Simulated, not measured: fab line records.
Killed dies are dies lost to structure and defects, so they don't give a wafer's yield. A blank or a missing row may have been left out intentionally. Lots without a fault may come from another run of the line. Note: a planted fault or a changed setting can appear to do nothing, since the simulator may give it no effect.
Chamber matching :: flow n5_finfet :: cmp-04 running N5_GATE_CUT_CMP_23: 4 sister chambers
The step polishes, stops on SiO2, t overpolish 23.4 s, target thk 16 nm. 4 wafers are shown with their chamber, then 10 later ones without.

WAFERS PAIRED WITH THEIR CHAMBERS
wafer: L090.5
chamber: 2
motor_current_A (A): 9.6

wafer: L091.2
chamber: 1
motor_current_A (A): 8.7

wafer: L093.2
chamber: 0
motor_current_A (A): 9.4

wafer: L093.4
chamber: 3
motor_current_A (A): 11.9

WAFERS WITHOUT THEIR CHAMBER
wafer: L093.6
motor_current_A (A): 8.5

wafer: L095.1
motor_current_A (A): 9.8

wafer: L095.3
motor_current_A (A): 8.8

wafer: L095.6
motor_current_A (A): 9.0

wafer: L097.1
motor_current_A (A): 12.6

wafer: L097.3
motor_current_A (A): 9.2

wafer: L097.6
motor_current_A (A): 8.6

wafer: L096.1
motor_current_A (A): 9.2

wafer: L096.3
motor_current_A (A): 11.3

wafer: L096.4
motor_current_A (A): 9.5

WHICH CHAMBER EACH ONE RAN IN
wafer: L093.6
from the rows above: 1
in truth: 1

wafer: L095.1
from the rows above: can't be placed: 2 or 0
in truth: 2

wafer: L095.3
from the rows above: can't be placed: 1 or 0
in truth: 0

wafer: L095.6
from the rows above: can't be placed: 1 or 0 or 2
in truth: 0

wafer: L097.1
from the rows above: 3
in truth: 3

wafer: L097.3
from the rows above: can't be placed: 0 or 2 or 1
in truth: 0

wafer: L097.6
from the rows above: 1
in truth: 1

wafer: L096.1
from the rows above: can't be placed: 0 or 2 or 1
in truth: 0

wafer: L096.3
from the rows above: 3
in truth: 3

wafer: L096.4
from the rows above: can't be placed: 0 or 2
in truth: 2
4 of 10 placed correctly. Unplaceable from these rows: 6, with the true chamber sitting among the candidates in 6. 0 placed wrongly.
How it was worked out, from the rows above alone: a wafer's distance from a chamber is the root of the sum, over the readings, of the square of ((its reading less the chamber's mean) divided by the reading's scatter). The wafer belongs to the nearest chamber; if the next one is less than 2 further off, it can't be placed. The mean given for a chamber averages the wafers shown for that chamber. The scatter (one wafer shown for each chamber): square how far every hidden wafer sits from the nearest shown wafer, average those squares and take the square root.
